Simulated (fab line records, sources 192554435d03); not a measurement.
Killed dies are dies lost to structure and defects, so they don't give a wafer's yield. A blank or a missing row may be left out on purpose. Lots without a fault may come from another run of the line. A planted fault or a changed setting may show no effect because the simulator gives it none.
A struck lot beside a sound one | flow n5_finfet | 37 steps out of a route of 1938
Sound: wafers L731.1, L731.4, L731.5. Struck: wafers L741.3, L741.6. (L741.2 of the same lot was not struck and is left out.) The cause comes at the end.
At each step with rows: each side's tool, then ch and its chambers, then its first start. Under that, the readings that differ: sound wafers | struck wafers | difference of the means | sigmas: that difference in standard deviations of wafers without a fault.
alike: readings whose means differ by less than 2 such deviations, and words and numbers that are the same on both sides. not compared: withheld readings, readings that some wafer has no value for, bounds like >300 that may hide the same value, and numbers for which the record gives no deviation and whose values overlap.
The two part at a step that has a row with sigmas, a row that says differs or no value, or rows on one side only. Numbers that don't overlap but have no deviation are shown without sigmas and don't part them. A reading that every wafer of one side lacks parts them only if that side has two wafers or more.

first, 8 steps without rows for these wafers: N5_BEOL_M2_ANNEAL_51 (time 90 s); N5_BEOL_M2_CMP_52 (polishes, stops on SiOC, t overpolish 6.8 s, target thk 40 nm); N5_BEOL_M2_PRE_CLEAN_60 (time 15 s); N5_BEOL_M2_CO_CAP_55 (material Co, precursor CCTBA/H2, target thk 2 nm, time 102.1 s); N5_BEOL_M2_PRE_CLEAN_56 (time 15 s); N5_BEOL_M2_DEP_57 (deposits SiCN from 3MS/NH3, target thk 8 nm, time 14 s); N5_BEOL_M3_ILD_DEP_00 (deposits SiOC from DEMS/O2, target thk 79 nm, time 15.3 s); N5_BEOL_M3_PECVD_72 (deposits SiO2 from TEOS/O2, target thk 16 nm, time 18 s).
N5_BEOL_M3_HM_DEP_02: deposits TiN, target thk 20 nm.
  sound on pvd_sputter-02, day 8 02:28; struck on pvd_sputter-02, day 10 11:06
  reading                                    | sound      | struck    | difference | sigmas
  model.TiN_of_BEOL_M3_HM_DEP_02.thk_nm (nm) | 20 20 20.2 | 14.6 14.6 | -5.5       |
  alike: throttle_valve_pct
then, 16 steps without rows for these wafers: N5_BEOL_M3_COAT_61 (time 60 s, resist thk 60 nm); N5_BEOL_M3_COAT_62 (time 60 s, resist thk 12 nm); N5_BEOL_M3_COAT_73 (time 60 s, resist thk 5 nm); N5_BEOL_M3_COAT_05 (resist thk 30 nm); N5_BEOL_M3_EBR_07; N5_BEOL_M3_SOFTBAKE_06 (time 60 s); N5_BEOL_M3_EXPOSE_08 (exposes mask M3); N5_BEOL_M3_PEB_09 (peb time 60 s); N5_BEOL_M3_DEVELOP_10 (develop time 30 s); N5_BEOL_M3_DESCUM_16 (chemistry O2, time 7 s); N5_BEOL_M3_ETCH_74 (etches underlayer in N2/H2, target depth 6.5 nm, time 5.2 s); N5_BEOL_M3_ETCH_63 (etches SiARC in CF4, target depth 15.6 nm, time 26 s); N5_BEOL_M3_ETCH_64 (etches SOC in N2/H2, target depth 75 nm, overetch 15 nm, time 112.5 s); N5_BEOL_M3_STRIP_65 (strips in N2/H2); N5_BEOL_M3_STRIP_75 (strips in N2/H2); N5_BEOL_M3_STRIP_66 (strips in CF4).
N5_BEOL_M3_HM_OPEN_17: chemistry Cl2/BCl3, target TiN, target depth 20 nm, overetch 6 nm.
  sound on rie_metal-01 ch 0,1, day 8 03:14; struck on rie_metal-03 ch 1, day 10 12:07
  reading                  | sound             | struck      | difference | sigmas
  oes_product_au (a.u.)    | 0.81 0.81 0.52    | 0.47 0.47   | -0.24      | -2
  model.etch.depth_nm (nm) | 20.03 20.03 20.11 | 14.56 14.56 | -5.50      |
  alike: chamber_pressure_mTorr, drypump_motor_current_A, throttle_valve_pct
  not compared: rf_hours_counter_h
then, 8 steps without rows for these wafers: N5_BEOL_M3_STRIP_19 (strips in O2); N5_BEOL_M3_COAT_67 (time 60 s, resist thk 60 nm); N5_BEOL_M3_COAT_68 (time 60 s, resist thk 12 nm); N5_BEOL_M3_COAT_76 (time 60 s, resist thk 5 nm); N5_BEOL_M3_COAT_22 (resist thk 30 nm); N5_BEOL_M3_EBR_24; N5_BEOL_M3_SOFTBAKE_23 (time 60 s); N5_BEOL_M3_EXPOSE_25 (exposes mask V2, defocus 5 nm).
N5_BEOL_M3_TRENCH_ETCH_37: etches SiOC in C4F6/O2, target depth 55.555 nm, time 29.2 s.
  sound on rie_diel-05 ch 0,2,3; struck on rie_diel-01 ch 2,3
  reading                                    | sound          | struck    | difference | sigmas
  model.TiN_of_BEOL_M3_HM_DEP_02.thk_nm (nm) | 17.6 17.8 17.8 | 12.2 12.2 | -5.5       |
  alike: chamber_pressure_mTorr, drypump_motor_current_A, oes_product_au, rf_vpp_V, showerhead_plenum_p_Torr, throttle_valve_pct
  not compared: rf_hours_counter_h
N5_BEOL_M4_RC_MEAS_101:
  sound on prober-01 ch 0, day 9 01:38; struck on prober-02 ch 0, day 11 11:45
  reading       | sound          | struck    | difference | sigmas
  SS_N (mV/dec) | 70.3 70.3 70.7 | 72.0 72.4 | +1.8       | +3
  alike: DIBL_N, DIBL_P, IOFF_N, IOFF_P, ION_N, ION_P, SS_P, VT_N, VT_P
-- the record jumps here: 5 days lie between the struck wafers' starts before and after (it left off in module BEOL_M4 and takes up again in module PASSIVATION, whose first step shown is number 1936 of the route) --
N5_PASSIVATION_PROBE_49:
  sound on prober-01, day 13 11:17; struck on prober-02, day 16 02:25
  alike: defect_limited_yield, killed_at_M0_to_M3, killed_at_M4_up, killed_at_contacts, killed_at_front_end, killed_at_other, killed_dies, killed_on_rim, killed_open, killed_short, sort_bin_4_leakage, sort_bin_5_function, sort_bin_6_memory, sort_n_pass, sort_yield_pct

WHERE THEY PART
First at N5_BEOL_M3_HM_OPEN_17; last, within this record, at N5_BEOL_M4_RC_MEAS_101. Later steps at which nothing parts them and some readings are alike: N5_PASSIVATION_PROBE_49.

WHY: what the simulator had put in
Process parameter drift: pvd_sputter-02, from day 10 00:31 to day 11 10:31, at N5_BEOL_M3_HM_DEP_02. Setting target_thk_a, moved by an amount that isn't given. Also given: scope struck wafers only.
